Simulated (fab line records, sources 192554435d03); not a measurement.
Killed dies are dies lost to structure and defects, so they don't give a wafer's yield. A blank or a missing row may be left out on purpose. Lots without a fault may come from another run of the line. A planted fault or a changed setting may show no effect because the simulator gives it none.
A struck lot beside a sound one | flow n5_finfet | 16 steps out of a route of 1938
Sound: wafers L340.1, L340.2, L340.6. Struck: wafers L355.1, L355.3, L355.4. The cause comes at the end.
At each step with rows: each side's tool, then ch and its chambers, then its first start. Under that, the readings that differ: sound wafers | struck wafers | difference of the means | sigmas: that difference in standard deviations of wafers without a fault.
alike: readings whose means differ by less than 2 such deviations, and words and numbers that are the same on both sides. not compared: withheld readings, readings that some wafer has no value for, bounds like >300 that may hide the same value, and numbers for which the record gives no deviation and whose values overlap.
The two part at a step that has a row with sigmas, a row that says differs or no value, or rows on one side only. Numbers that don't overlap but have no deviation are shown without sigmas and don't part them. A reading that every wafer of one side lacks parts them only if that side has two wafers or more.

N5_HKMG_FIN_ALD_71: deposits TiN, target thk 1 nm, pulse time 1 s, purge time 3 s.
  sound on ald_metal-02 ch 2,3, day 6 05:50; struck on ald_metal-02 ch 0,1,3, day 9 11:20
  alike: heater_power_w, precursor_pulse_height_rel
then, 5 steps without rows for these wafers: N5_HKMG_FIN_COAT_66 (time 60 s, resist thk 300 nm); N5_HKMG_FIN_ETCH_67 (etches SOC in N2/H2, stops on TiN, target depth 388.9 nm); N5_HKMG_FIN_STRIP_90 (strips SOC in N2/H2, time 20 s); N5_HKMG_FIN_WET_ETCH_73 (etches the open film in SC1, time 42.3 s, target depth 1.3 nm, rinse time 30 s); N5_HKMG_FIN_ETCHBACK_68 (etches the open film in Cl2/Ar, stops on HfO2, target depth 0.5 nm).
N5_HKMG_FIN_STRIP_69: strips in N2/H2, time 360 s.
  sound on plasma_asher-01 ch 0,1, day 6 06:38; struck on plasma_asher-02 ch 0,1, day 9 12:02
  alike: drypump_motor_current_A, heater_power_w, n2_flow_sccm
  not compared: rf_hours_counter_h
N5_HKMG_FIN_ALD_21: deposits TiN, target thk 1.5 nm, pulse time 1 s, purge time 3 s.
  sound on ald_metal-01 ch 0,1,2, day 6 07:01; struck on ald_metal-02 ch 0,2,3, day 9 12:25
  alike: heater_power_w, precursor_pulse_height_rel
N5_HKMG_FIN_ALD_72: deposits W, target thk 2 nm, pulse time 1 s, purge time 2 s.
  sound on cvd_w-01 ch 0,1, day 6 07:23; struck on cvd_w-02 ch 0,1, day 9 12:47
  alike: heater_power_w, precursor_pulse_height_rel
N5_HKMG_FIN_W_FILL_22: material W, target thk 60 nm, time 18.2 s.
  sound on cvd_w-01 ch 0,1, day 6 07:27; struck on cvd_w-02 ch 0,1, day 9 12:50
  reading                | sound          | struck         | difference | sigmas
  throttle_valve_pct (%) | 19.2 18.2 19.0 | 21.6 20.8 21.5 | +2.5       | +2
  alike: heater_power_w
then, 2 steps without rows for these wafers: N5_HKMG_FIN_PRECLEAN_83 (cleans in DIW, time 57.5 s); N5_HKMG_FIN_SRD_84 (dry time 32 s).
N5_HKMG_FIN_CMP_23: polishes, stops on SiNx, t overpolish 10 s, target thk 46.326 nm.
  sound on cmp-03 ch 0,1,2, day 6 07:34; struck on cmp-03 ch 0,1,3, day 9 12:57
  reading                | sound              | struck            | difference | sigmas
  overpolish_run_s (s)   | 9.994 10.013 9.993 | 6.251 3.726 7.458 | -4.188     | -99 or more
  time_to_endpoint_s (s) | 11.8 11.9 11.1     | 22.6 24.7 21.4    | +11.3      | +6
  alike: motor_current_A, retaining_ring_pressure_frac
then, 1 step without rows for these wafers: N5_HKMG_FIN_CMP_94 (polishes, stops on SiNx, t overpolish 4.7 s, target thk 43.299 nm).
-- the record jumps here: 4 days lie between the struck wafers' starts before and after (it left off in module HKMG_FIN and takes up again in module BEOL_M4, whose first step shown is number 1111 of the route) --
N5_BEOL_M4_RC_MEAS_101:
  sound on prober-02 ch 0, day 9 22:00; struck on prober-02 ch 0, day 13 07:44
  alike: DIBL_N, DIBL_P, IOFF_N, IOFF_P, ION_N, ION_P, SS_N, SS_P, VT_N, VT_P
N5_PASSIVATION_PROBE_49:
  the record has rows for the sound wafers here (prober-02, day 14 01:51) and none for the struck ones

WHERE THEY PART
First at N5_HKMG_FIN_W_FILL_22; last, within this record, at N5_PASSIVATION_PROBE_49.

WHY: what the simulator had put in
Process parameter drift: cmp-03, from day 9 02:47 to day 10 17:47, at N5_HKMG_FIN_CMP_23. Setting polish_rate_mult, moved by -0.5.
